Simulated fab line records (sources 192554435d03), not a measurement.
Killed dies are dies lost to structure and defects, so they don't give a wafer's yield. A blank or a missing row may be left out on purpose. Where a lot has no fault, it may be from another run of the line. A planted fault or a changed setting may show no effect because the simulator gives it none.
Which tool was responsible? | flow n5-finfet | 8 lots, 24 wafers sampled, at 6 steps of a route of 1938

== WHAT THE GAUGES SHOWED, per wafer ==
N5_BEOL_M3_OCD_MEAS_38. Usual: trench-depth-nm at 55.3 nm, with a standard deviation of 0.94.
lot  | measured     | on     | trench-depth-nm (nm) | flag
L106 | day 7 21:01  | ocd-01 | 55.5 55.0 54.0       |
L107 | day 7 21:03  | ocd-02 | 55.3 55.1 55.1       |
L110 | day 8 23:04  | ocd-01 | 56.7 56.8 55.0       |
L116 | day 10 12:30 | ocd-01 | 56.9 55.2 55.4       |
L118 | day 10 13:58 | ocd-02 | 54.6 69.9 54.0       | OFF
L121 | day 11 15:46 | ocd-01 | 54.4 55.6 56.5       |
L125 | day 12 07:19 | ocd-02 | 56.3 55.3 54.7       |
L127 | day 12 23:28 | ocd-02 | 56.5 55.1 55.4       |

N5_BEOL_M4_RC_MEAS_101. Usual: DIBL_N 36.4 mV/V, standard deviation 1.5; DIBL_P 36.4 mV/V, standard deviation 1.6; IOFF_N 0.164 nA/um, standard deviation 0.025; IOFF_P 0.214 nA/um, standard deviation 0.028; ION_N 675 uA/um, standard deviation 9.9; ION_P 463 uA/um, standard deviation 6.5; SS_N 71.5 mV/dec, standard deviation 0.5; SS_P 73.3 mV/dec, standard deviation 0.56; VT_N 249.2 mV, standard deviation 2.7; VT_P -250.1 mV, standard deviation 2.8.
lot  | measured     | on        | DIBL_N (mV/V)  | DIBL_P (mV/V)  | IOFF_N (nA/um)    | IOFF_P (nA/um)    | ION_N (uA/um) | ION_P (uA/um) | SS_N (mV/dec)  | SS_P (mV/dec)  | VT_N (mV)         | VT_P (mV)            | flag
L106 | day 8 12:26  | prober-02 | 35.8 36.0 35.8 | 37.5 37.2 36.9 | 0.165 0.168 0.166 | 0.224 0.219 0.208 | 677 682 687   | 471 467 467   | 71.8 71.8 70.9 | 73.8 73.6 73.2 | 249.6 247.4 248.3 | -249.5 -249.8 -250.5 |
L107 | day 8 15:07  | prober-01 | 36.4 34.1 35.7 | 36.9 34.1 35.4 | 0.153 0.111 0.134 | 0.173 0.145 0.160 | 671 657 656   | 455 440 447   | 71.8 70.8 71.7 | 73.3 72.7 73.6 | 248.6 256.2 252.8 | -253.4 -257.7 -254.4 |
L110 | day 9 12:56  | prober-01 | 37.0 37.1 35.8 | 38.9 39.1 37.2 | 0.179 0.171 0.159 | 0.242 0.249 0.212 | 677 676 677   | 462 464 466   | 72.6 72.4 71.5 | 72.9 73.9 73.1 | 247.9 250.5 251.4 | -251.3 -248.7 -248.6 |
L116 | day 11 01:11 | prober-01 | 35.4 33.9 36.6 | 35.4 34.3 37.4 | 0.137 0.121 0.166 | 0.176 0.169 0.209 | 668 661 668   | 456 455 452   | 70.9 70.4 71.3 | 72.5 73.0 73.3 | 254.7 255.1 247.1 | -254.9 -252.1 -252.9 |
L118 | day 11 03:19 | prober-01 | 37.4 37.2 37.9 | 38.4 38.6 38.8 | 0.186 0.181 0.203 | 0.244 0.239 0.244 | 676 677 679   | 466 464 458   | 71.7 71.7 72.0 | 73.3 73.4 73.5 | 248.0 249.7 248.6 | -251.3 -250.6 -246.8 |
L121 | day 12 08:25 | prober-01 | 37.9 36.9 38.5 | 38.7 37.5 39.4 | 0.222 0.207 0.247 | 0.244 0.225 0.256 | 696 697 703   | 468 468 469   | 72.3 71.7 71.3 | 73.6 74.4 74.2 | 246.7 245.8 242.5 | -248.5 -249.9 -246.1 |
L125 | day 13 03:38 | prober-02 | 35.1 34.7 35.5 | 34.9 34.4 35.5 | 0.159 0.146 0.157 | 0.175 0.169 0.187 | 681 674 667   | 458 457 455   | 71.7 71.1 71.8 | 73.1 73.1 72.9 | 250.2 249.3 249.2 | -254.8 -252.5 -254.0 |
L127 | day 13 15:23 | prober-02 | 37.4 36.6 37.8 | 37.1 36.1 36.8 | 0.184 0.164 0.174 | 0.225 0.212 0.218 | 675 674 678   | 464 457 459   | 71.4 71.6 71.2 | 73.8 73.7 74.1 | 246.9 251.0 249.6 | -250.5 -251.4 -249.9 |

== TOOL THAT RAN EACH LOT (tool first, then ch and the chambers of the sampled wafers, then the start) ==
lot  | N5_BEOL_M3_STRIP_66                | N5_BEOL_M3_STRIP_19                | N5_BEOL_M3_TRENCH_ETCH_37          | N5_BEOL_M3_SPUTTER_79
L106 | rie-diel-05 ch 1,2, day 7 15:50    | rie-diel-06 ch 0,1,2, day 7 16:05  | rie-diel-03 ch 0,1,3, day 7 20:52  | pvd-sputter-01, day 7 22:11
L107 | rie-diel-05 ch 1,2, day 7 16:58    | rie-diel-03 ch 0,3, day 7 17:13    | rie-diel-05 ch 0,1,3, day 7 20:53  | pvd-sputter-02, day 7 23:23
L110 | rie-diel-03 ch 0,1,2, day 8 17:51  | rie-diel-05 ch 0,1,3, day 8 18:01  | rie-diel-06 ch 1,2,3, day 8 22:55  | pvd-sputter-03, day 9 00:33
L116 | rie-diel-05 ch 0,1, day 10 05:02   | rie-diel-06 ch 0,1,3, day 10 05:15 | rie-diel-05 ch 0,1,3, day 10 12:21 | pvd-sputter-03, day 10 14:05
L118 | rie-diel-06 ch 0,1,2, day 10 06:25 | rie-diel-03 ch 0,1,2, day 10 06:34 | rie-diel-03 ch 0,1,2, day 10 13:49 | pvd-sputter-03, day 10 16:05
L121 | rie-diel-06 ch 0,2, day 11 09:28   | rie-diel-06 ch 0,1, day 11 09:38   | rie-diel-06 ch 2,3, day 11 15:37   | pvd-sputter-01, day 11 18:08
L125 | rie-diel-06 ch 0,1,2, day 12 05:07 | rie-diel-06 ch 1,3, day 12 05:17   | rie-diel-05 ch 1,2,3, day 12 07:10 | pvd-sputter-03, day 12 09:10
L127 | rie-diel-03 ch 0,1,2, day 12 18:04 | rie-diel-05 ch 1,2, day 12 18:22   | rie-diel-06 ch 0,2, day 12 23:19   | pvd-sputter-02, day 13 00:47
- N5_BEOL_M3_STRIP_66: strips in CF4.
- N5_BEOL_M3_STRIP_19: strips in O2.
- N5_BEOL_M3_TRENCH_ETCH_37: etches SiOC in C4F6/O2, target depth 55.555 nm, time 29.2 s.
- N5_BEOL_M3_SPUTTER_79: material Cu, target thk 4.5 nm, time 8.29 s.

== AS READ BY THE TOOLS THEMSELVES (means over the sampled wafers that have a number; for cases with no such wafer, the mark the record gives instead) ==
N5_BEOL_M3_STRIP_66. Usual: drypump-motor-current-A 5.4 A, standard deviation 0.4; oes-product-au 0.78 a.u., standard deviation 0.086; rf-vpp-V 271.5 V, standard deviation 1.4; showerhead-plenum-p-Torr 1.81 Torr, standard deviation 0.052; throttle-valve-pct 13.58 %, standard deviation 0.22.
lot  | tool        | drypump-motor-current-A (A) | oes-product-au (a.u.) | rf-vpp-V (V) | showerhead-plenum-p-Torr (Torr) | throttle-valve-pct (%) | flag
L106 | rie-diel-05 | 5.7                         | 0.69                  | 269.5        | 1.72                            | 13.99                  |
L107 | rie-diel-05 | 5.9                         | 0.69                  | 269.9        | 1.75                            | 13.97                  |
L110 | rie-diel-03 | 5.1                         | 0.79                  | 271.1        | 1.82                            | 13.45                  |
L116 | rie-diel-05 | 5.4                         | 0.81                  | 272.0        | 1.83                            | 13.45                  |
L118 | rie-diel-06 | 5.5                         | 0.77                  | 269.6        | 1.76                            | 13.80                  |
L121 | rie-diel-06 | 5.6                         | 0.73                  | 270.1        | 1.73                            | 13.93                  |
L125 | rie-diel-06 | 5.5                         | 0.76                  | 270.0        | 1.76                            | 13.83                  |
L127 | rie-diel-03 | 5.1                         | 0.75                  | 271.2        | 1.81                            | 13.51                  |

N5_BEOL_M3_STRIP_19. Usual: drypump-motor-current-A 5.4 A, standard deviation 0.39; oes-product-au 0.78 a.u., standard deviation 0.09; rf-vpp-V 3.6 V, standard deviation 0.44; showerhead-plenum-p-Torr 2.11 Torr, standard deviation 0.065; throttle-valve-pct 16.65 %, standard deviation 0.23.
lot  | tool        | drypump-motor-current-A (A) | oes-product-au (a.u.) | rf-vpp-V (V) | showerhead-plenum-p-Torr (Torr) | throttle-valve-pct (%) | flag
L106 | rie-diel-06 | 5.5                         | 0.80                  | 3.4          | 2.06                            | 16.84                  |
L107 | rie-diel-03 | 5.2                         | 0.76                  | 3.5          | 2.15                            | 16.61                  |
L110 | rie-diel-05 | 5.4                         | 0.74                  | 3.9          | 2.08                            | 16.72                  |
L116 | rie-diel-06 | 5.9                         | 0.82                  | 3.8          | 2.09                            | 16.68                  |
L118 | rie-diel-03 | 5.1                         | 0.78                  | 3.9          | 2.13                            | 16.52                  |
L121 | rie-diel-06 | 5.5                         | 0.78                  | 3.7          | 2.05                            | 16.85                  |
L125 | rie-diel-06 | 5.8                         | 0.84                  | 3.4          | 2.12                            | 16.65                  |
L127 | rie-diel-05 | 5.7                         | 0.91                  | 3.8          | 2.17                            | 16.64                  |

N5_BEOL_M3_TRENCH_ETCH_37. Usual: drypump-motor-current-A 5.5 A, standard deviation 0.5; mfc-ar-sccm 300.0 sccm, standard deviation 0.95; oes_f_703_au 0.78 a.u., standard deviation 0.081; oes-product-au 0.78 a.u., standard deviation 0.085; rf-vpp-V 665 V, standard deviation 7.4; showerhead-plenum-p-Torr 2.87 Torr, standard deviation 0.086; throttle-valve-pct 20.89 %, standard deviation 0.21.
lot  | tool        | drypump-motor-current-A (A) | mfc-ar-sccm (sccm) | oes_f_703_au (a.u.) | oes-product-au (a.u.) | rf-vpp-V (V) | showerhead-plenum-p-Torr (Torr) | throttle-valve-pct (%) | flag
L106 | rie-diel-03 | 5.2                         | 300.5              | 0.76                | 0.76                  | 665          | 2.92                            | 20.81                  |
L107 | rie-diel-05 | 5.4                         | 300.3              | 0.73                | 0.73                  | 663          | 2.84                            | 20.91                  |
L110 | rie-diel-06 | 5.9                         | 300.1              | 0.82                | 0.83                  | 671          | 2.85                            | 20.95                  |
L116 | rie-diel-05 | 5.4                         | 300.9              | 0.80                | 0.81                  | 666          | 2.94                            | 20.82                  |
L118 | rie-diel-03 | 5.1                         | 299.6              | 0.77                | 0.81                  | 668          | 2.89                            | 20.74                  |
L121 | rie-diel-06 | 6.4                         | 299.2              | 0.79                | 0.80                  | 671          | 2.84                            | 20.92                  |
L125 | rie-diel-05 | 5.7                         | 299.4              | 0.84                | 0.85                  | 667          | 2.92                            | 20.89                  |
L127 | rie-diel-06 | 5.6                         | 298.8              | 0.71                | 0.73                  | 663          | 2.73                            | 21.24                  |

N5_BEOL_M3_SPUTTER_79. Usual: chuck-gas-flow-sccm 1.27 sccm, standard deviation 0.051; substrate-temp-c -20.00 C, standard deviation 0.12; throttle-valve-pct 29.4 %, standard deviation 0.78.
lot  | tool           | chuck-gas-flow-sccm (sccm) | substrate-temp-c (C) | throttle-valve-pct (%) | flag
L106 | pvd-sputter-01 | 1.24                       | -20.05               | 30.2                   |
L107 | pvd-sputter-02 | 1.25                       | -20.03               | 29.4                   |
L110 | pvd-sputter-03 | 1.24                       | -19.91               | 30.0                   |
L116 | pvd-sputter-03 | 1.29                       | -20.13               | 29.6                   |
L118 | pvd-sputter-03 | 1.27                       | -20.01               | 29.5                   |
L121 | pvd-sputter-01 | 1.29                       | -20.13               | 30.5                   |
L125 | pvd-sputter-03 | 1.28                       | -20.09               | 29.2                   |
L127 | pvd-sputter-02 | 1.28                       | -19.86               | 29.2                   |

== THE ANSWER, worked out from the rows above alone ==
Rule: a lot is off if the mean of its wafers that have a number lies more than 3 standard deviations from the usual mean. A lot without any number at a reading at which 4 lots or more have one is off too. Any other lot the step has rows for is counted as sound. The gauges are gone through in route order, then the tools' own readings, and for those a lot's mean is taken as printed above. The first step at which some lot is off is used, and at that step the reading that is off furthest; a lot without a number counts as furthest.
Off at N5_BEOL_M3_OCD_MEAS_38 (trench-depth-nm): L118.
A tool fits if, at a process step before that reading, it ran every lot that is off, and no sound lot after the first of them. The gauges at N5_BEOL_M3_OCD_MEAS_38 are tried like those tools. One fits: rie-diel-03 at N5_BEOL_M3_STRIP_19 and N5_BEOL_M3_TRENCH_ETCH_37. At N5_BEOL_M3_STRIP_19 its last sound lot is L107 (day 7 17:13), its first lot that is off L118 (day 10 06:34): a fault that began between those two fits.

== WHAT THE SIMULATOR HAD PUT IN ==
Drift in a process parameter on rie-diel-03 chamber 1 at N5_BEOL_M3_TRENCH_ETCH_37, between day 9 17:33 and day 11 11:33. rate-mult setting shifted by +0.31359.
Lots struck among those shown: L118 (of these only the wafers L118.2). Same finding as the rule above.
